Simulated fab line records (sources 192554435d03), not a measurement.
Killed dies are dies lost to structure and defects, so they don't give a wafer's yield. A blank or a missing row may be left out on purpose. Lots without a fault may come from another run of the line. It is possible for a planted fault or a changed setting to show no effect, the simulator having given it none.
Matching of chambers + flow n5-finfet + N5_BEOL_M6_ETCH_65 on rie-diel-03 has 4 sister chambers
The step etches SiARC in CF4, target depth 15.6 nm, time 26 s. 4 wafers are shown with their chamber, then 8 later ones without.

WAFERS WITH THEIR CHAMBER
| wafer  | chamber | showerhead-plenum-p-Torr (Torr) |
|--------|---------|---------------------------------|
| L074.4 | 3       | 2.13                            |
| L087.1 | 1       | 2.04                            |
| L087.2 | 2       | 2.25                            |
| L088.1 | 0       | 2.19                            |

WAFERS WITH NO CHAMBER GIVEN
| wafer  | showerhead-plenum-p-Torr (Torr) |
|--------|---------------------------------|
| L088.4 | 2.12                            |
| L088.5 | 2.04                            |
| L090.3 | 2.12                            |
| L090.4 | 2.25                            |
| L090.6 | 2.25                            |
| L095.1 | 2.18                            |
| L095.4 | 2.24                            |
| L095.5 | 2.03                            |

WHICH CHAMBER EACH WENT THROUGH
| wafer  | from the rows above | in truth |
|--------|---------------------|----------|
| L088.4 | 3                   | 3        |
| L088.5 | 1                   | 1        |
| L090.3 | 3                   | 3        |
| L090.4 | 2                   | 2        |
| L090.6 | 2                   | 2        |
| L095.1 | 0                   | 0        |
| L095.4 | 2                   | 2        |
| L095.5 | 1                   | 1        |
Placed correctly: 8 of 8. Number that these rows cannot place: 0. Number placed wrongly: 0.
How it was worked out, from the rows above alone: a wafer's distance from a chamber is the root of the sum, over the readings, of the square of ((its reading less the chamber's mean) divided by the reading's scatter). If the next closest chamber is less than 2 further off than the closest, the wafer can't be placed; otherwise it belongs to the closest. For every chamber, the mean is computed from those of its wafers that are shown. The scatter: root of mean squared gap, hidden wafer to nearest shown wafer, with one shown wafer a chamber.
